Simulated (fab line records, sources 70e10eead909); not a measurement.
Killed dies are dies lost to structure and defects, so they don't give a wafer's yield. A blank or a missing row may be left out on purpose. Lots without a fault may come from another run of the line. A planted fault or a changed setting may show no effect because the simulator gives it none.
Which tool did it? | flow nand_harc | 10 lots, 30 wafers sampled, at 6 steps of a route of 1302

WHAT THE GAUGES READ, wafer by wafer
NHARC_P_M0_CD_MEAS_09: target cd 90 nm. Usual: cd_nm 89.7 nm, standard deviation 0.79.
lot  | measured     | on        | cd_nm (nm)     | flag
L990 | day 7 05:42  | cd_sem-02 | 90.4 90.8 90.3 |
L992 | day 8 11:09  | cd_sem-02 | 88.8 89.2 88.8 |
L993 | day 8 15:20  | cd_sem-02 | 88.7 88.1 88.9 |
L994 | day 8 22:10  | cd_sem-02 | 90.2 90.3 90.0 |
L997 | day 10 09:37 | cd_sem-03 | 90.3 91.1 89.7 |
L101 | day 12 02:28 | cd_sem-03 | 89.8 89.5 90.6 |
L105 | day 13 13:20 | cd_sem-02 | 90.6 90.7 90.3 |
L107 | day 14 07:34 | cd_sem-02 | 84.6 85.7 86.0 | OFF
L109 | day 15 03:22 | cd_sem-02 | 86.2 87.8 87.0 | OFF
L110 | day 15 17:13 | cd_sem-02 | 88.8 88.5 89.0 |

NHARC_END_SORT_01. Usual: defect_limited_yield 92.5 %, standard deviation 2.5; killed_at_array 46, standard deviation 16; killed_at_other 0.9, standard deviation 1.3; killed_at_periphery 4.1, standard deviation 3; killed_dies 51, standard deviation 17; killed_open 3.5, standard deviation 1.8; killed_short 2.5, standard deviation 1.8; sort_bin_2_pct 2.6 %, standard deviation 1.1; sort_bin_3_pct 0.6 %, standard deviation 0.37; sort_bin_4_pct 4.4 %, standard deviation 1.4; sort_n_pass 626, standard deviation 17; sort_rim_yield_pct 88 %, standard deviation 4.6; sort_yield_pct 92.5 %, standard deviation 2.5.
lot  | measured     | on        | defect_limited_yield (%) | killed_at_array | killed_at_other | killed_at_periphery | killed_dies | killed_open | killed_short | sort_bin_2_pct (%) | sort_bin_3_pct (%) | sort_bin_4_pct (%) | sort_n_pass | sort_rim_yield_pct (%) | sort_yield_pct (%) | flag
L997 | day 28 20:07 | prober-01 | 92.5 90.7 92.2           | 47 59 51        | 2 3 1           | 2 1 1               | 51 63 53    | 0 3 4       | 2 2 1        | 3.5 2.7 3.8        | 0.6 1.5 0.1        | 3.4 5.2 3.8        | 626 614 624 | 83 88 89               | 92.5 90.7 92.2     |

WHICH TOOL RAN EACH LOT (tool, then ch and the chambers of the sampled wafers, then the start)
lot  | NHARC_P_CONTACT_ETCH_18                       | NHARC_P_CONTACT_ETCH_31                       | NHARC_P_M0_PEB_07                 | NHARC_P_M0_DESCUM_14
L990 | rie_diel-06 ch 2,3, day 7 05:37 or earlier    | rie_diel-06 ch 0,3, day 7 05:37 or earlier    | litho_track-06 ch 0, day 7 05:37  | rie_diel-08 ch 0,2,3, day 7 05:54
L992 | rie_diel-09 ch 0,2, day 8 11:04 or earlier    | rie_diel-09 ch 0,3, day 8 11:04 or earlier    | litho_track-01 ch 0, day 8 11:04  | rie_diel-13 ch 1,2,3, day 8 11:21
L993 | rie_diel-03 ch 1,2,3, day 8 15:16 or earlier  | rie_diel-03 ch 0,1,3, day 8 15:16 or earlier  | litho_track-01 ch 0, day 8 15:16  | rie_diel-02 ch 1,2,3, day 8 15:32
L994 | rie_diel-03 ch 0,3, day 8 22:05 or earlier    | rie_diel-03 ch 0,1,3, day 8 22:05 or earlier  | litho_track-04 ch 0, day 8 22:05  | rie_diel-08 ch 0,1,2, day 8 22:22
L997 | rie_diel-06 ch 1,2,3, day 10 09:32 or earlier | rie_diel-06 ch 2,3, day 10 09:32 or earlier   | litho_track-04 ch 0, day 10 09:32 | rie_diel-13 ch 1,2, day 10 09:48
L101 | rie_diel-06 ch 0,1, day 12 02:23 or earlier   | rie_diel-06 ch 2,3, day 12 02:23 or earlier   | litho_track-04 ch 0, day 12 02:23 | rie_diel-08 ch 1,2, day 12 02:47
L105 | rie_diel-09 ch 1,2,3, day 13 13:15 or earlier | rie_diel-09 ch 1,2,3, day 13 13:15 or earlier | litho_track-01 ch 0, day 13 13:15 | rie_diel-08 ch 1,2,3, day 13 13:31
L107 | rie_diel-03 ch 1,2,3, day 14 07:29 or earlier | rie_diel-03 ch 1,2,3, day 14 07:29 or earlier | litho_track-04 ch 0, day 14 07:29 | rie_diel-13 ch 0,3, day 14 07:46
L109 | rie_diel-06 ch 0,1,3, day 15 03:17 or earlier | rie_diel-06 ch 1,2, day 15 03:17 or earlier   | litho_track-04 ch 0, day 15 03:17 | rie_diel-08 ch 0,1,3, day 15 03:32
L110 | rie_diel-03 ch 1,2, day 15 17:08 or earlier   | rie_diel-03 ch 0,2, day 15 17:08 or earlier   | litho_track-01 ch 0, day 15 17:08 | rie_diel-08 ch 0,1,3, day 15 17:24
- NHARC_P_CONTACT_ETCH_18: etches the open film in C4F8/O2/Ar, target depth 481 nm, time 240.5 s.
- NHARC_P_CONTACT_ETCH_31: etches the open film in CH3F/O2, target depth 30 nm, time 85.7 s.
- NHARC_P_M0_PEB_07: peb time 65 s.
- NHARC_P_M0_DESCUM_14: chemistry O2, time 3 s.

WHAT THE TOOLS THEMSELVES READ (means of the sampled wafers that have a number; where no wafer has one, the mark that the record gives instead)
NHARC_P_CONTACT_ETCH_18. Usual: chamber_pressure_mTorr 25.001 mTorr, standard deviation 0.02; oes_product_au 0.957 a.u., standard deviation 0.02; rf_vpp_V 977 V, standard deviation 5.9.
lot  | tool        | chamber_pressure_mTorr (mTorr) | oes_product_au (a.u.) | rf_vpp_V (V) | flag
L990 | rie_diel-06 | 24.995                         | 0.973                 | 978          |
L992 | rie_diel-09 | 25.022                         | 0.969                 | 982          |
L993 | rie_diel-03 | 25.016                         | 0.954                 | 971          |
L994 | rie_diel-03 | 25.003                         | 0.956                 | 976          |
L997 | rie_diel-06 | 25.005                         | 0.946                 | 979          |
L101 | rie_diel-06 | 25.011                         | 0.924                 | 973          |
L105 | rie_diel-09 | 25.013                         | 0.971                 | 983          |
L107 | rie_diel-03 | 25.002                         | 0.943                 | 971          |
L109 | rie_diel-06 | 24.988                         | 0.974                 | 973          |
L110 | rie_diel-03 | 24.992                         | 0.947                 | 969          |

NHARC_P_CONTACT_ETCH_31. Usual: chamber_pressure_mTorr 25.000 mTorr, standard deviation 0.023; drypump_motor_current_A 5.8 A, standard deviation 0.34; oes_product_au 0.973 a.u., standard deviation 0.015; rf_vpp_V 244.0 V, standard deviation 1.7; showerhead_plenum_p_Torr 2.44 Torr, standard deviation 0.11; throttle_valve_pct 20.665 %, standard deviation 0.0086.
lot  | tool        | chamber_pressure_mTorr (mTorr) | drypump_motor_current_A (A) | oes_product_au (a.u.) | rf_vpp_V (V) | showerhead_plenum_p_Torr (Torr) | throttle_valve_pct (%) | flag
L990 | rie_diel-06 | 24.989                         | 5.5                         | 0.989                 | 242.3        | 2.31                            | 20.659                 |
L992 | rie_diel-09 | 25.005                         | 5.9                         | 0.974                 | 245.2        | 2.53                            | 20.659                 |
L993 | rie_diel-03 | 24.984                         | 5.6                         | 0.979                 | 242.9        | 2.38                            | 20.671                 |
L994 | rie_diel-03 | 24.993                         | 5.6                         | 0.944                 | 243.1        | 2.38                            | 20.663                 |
L997 | rie_diel-06 | 25.009                         | 5.8                         | 0.972                 | 243.8        | 2.44                            | 20.658                 |
L101 | rie_diel-06 | 25.008                         | 5.7                         | 0.953                 | 245.0        | 2.55                            | 20.671                 |
L105 | rie_diel-09 | 24.984                         | 5.8                         | 0.988                 | 245.1        | 2.56                            | 20.657                 |
L107 | rie_diel-03 | 24.999                         | 5.7                         | 0.964                 | 242.5        | 2.33                            | 20.663                 |
L109 | rie_diel-06 | 25.004                         | 6.2                         | 0.983                 | 245.0        | 2.52                            | 20.657                 |
L110 | rie_diel-03 | 24.997                         | 5.8                         | 0.975                 | 241.9        | 2.34                            | 20.660                 |

NHARC_P_M0_PEB_07. Usual: exhaust_pa 44.9 Pa, standard deviation 0.89; heater_power_total_W 156.6 W, standard deviation 0.43.
lot  | tool           | exhaust_pa (Pa) | heater_power_total_W (W) | flag
L990 | litho_track-06 | 45.0            | 156.4                    |
L992 | litho_track-01 | 44.6            | 156.6                    |
L993 | litho_track-01 | 45.1            | 156.7                    |
L994 | litho_track-04 | 44.1            | 157.1                    |
L997 | litho_track-04 | 45.2            | 156.5                    |
L101 | litho_track-04 | 45.2            | 156.1                    |
L105 | litho_track-01 | 43.8            | 156.6                    |
L107 | litho_track-04 | 44.2            | 167.5                    | OFF
L109 | litho_track-04 | 45.3            | 167.8                    | OFF
L110 | litho_track-01 | 44.5            | 156.4                    |

NHARC_P_M0_DESCUM_14. Usual: chamber_pressure_mTorr 60.00 mTorr, standard deviation 0.055; drypump_motor_current_A 5.8 A, standard deviation 0.38; oes_product_au 1.000 a.u., standard deviation 0.0084; rf_vpp_V 57.7 V, standard deviation 0.9; showerhead_plenum_p_Torr 1.88 Torr, standard deviation 0.061; throttle_valve_pct 11.310 %, standard deviation 0.0089.
lot  | tool        | chamber_pressure_mTorr (mTorr) | drypump_motor_current_A (A) | oes_product_au (a.u.) | rf_vpp_V (V) | showerhead_plenum_p_Torr (Torr) | throttle_valve_pct (%) | flag
L990 | rie_diel-08 | 59.96                          | 6.0                         | 0.992                 | 58.3         | 1.88                            | 11.305                 |
L992 | rie_diel-13 | 60.04                          | 5.5                         | 1.000                 | 57.9         | 1.87                            | 11.318                 |
L993 | rie_diel-02 | 60.01                          | 5.5                         | 0.995                 | 58.1         | 1.89                            | 11.310                 |
L994 | rie_diel-08 | 60.03                          | 6.1                         | 0.993                 | 57.7         | 1.86                            | 11.307                 |
L997 | rie_diel-13 | 59.93                          | 5.5                         | 1.009                 | 57.5         | 1.88                            | 11.315                 |
L101 | rie_diel-08 | 60.00                          | 6.0                         | 1.008                 | 57.8         | 1.85                            | 11.310                 |
L105 | rie_diel-08 | 59.98                          | 5.9                         | 0.994                 | 57.5         | 1.88                            | 11.307                 |
L107 | rie_diel-13 | 59.98                          | 5.6                         | 0.994                 | 57.6         | 1.81                            | 11.308                 |
L109 | rie_diel-08 | 59.95                          | 6.0                         | 1.000                 | 58.3         | 1.90                            | 11.303                 |
L110 | rie_diel-08 | 60.01                          | 6.0                         | 0.999                 | 57.8         | 1.90                            | 11.310                 |

THE ANSWER, worked out from the rows above alone
Rule: a lot is off if the mean of its wafers that have a number lies more than 3 standard deviations from the usual mean. A lot without any number at a reading at which 4 lots or more have one is off too. The other lots that the step has rows for count as sound. The gauges are gone through in route order, then the tools' own readings, and for those a lot's mean is taken as printed above. The first step at which some lot is off is used, and at that step the reading that is off furthest; a lot without a number counts as furthest.
Off: L107, L109, at NHARC_P_M0_CD_MEAS_09 (cd_nm).
A tool fits if, at a process step before that reading, it ran every lot that is off, and no sound lot after the first of them. The gauges at NHARC_P_M0_CD_MEAS_09 aren't tried: what is off there is off at NHARC_P_M0_PEB_07 too, on other tools, and a gauge's error can't cause that. NHARC_P_CONTACT_ETCH_18 gives no start for some lots, so the hours and the order of its lots are those of NHARC_P_M0_PEB_07. NHARC_P_CONTACT_ETCH_31 gives no start for some lots, so the hours and the order of its lots are those of NHARC_P_M0_PEB_07. One fits: litho_track-04 at NHARC_P_M0_PEB_07. Its last sound lot is L101 (day 12 02:23), its first lot that is off L107 (day 14 07:29): a fault that began between those two fits.
The tool's own readings at NHARC_P_M0_PEB_07 bear it out: on the lots that are off they differ by more than 5 times the standard deviation of the sound lots' means. heater_power_total_W reads 167.7 W there against 156.6 W on the sound lots.

WHAT THE SIMULATOR HAD PUT IN
Process parameter drift: litho_track-04, from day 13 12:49 on, at NHARC_P_M0_PEB_07. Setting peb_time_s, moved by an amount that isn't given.
Lots struck among those shown: L107, L109. The rule above found the same.
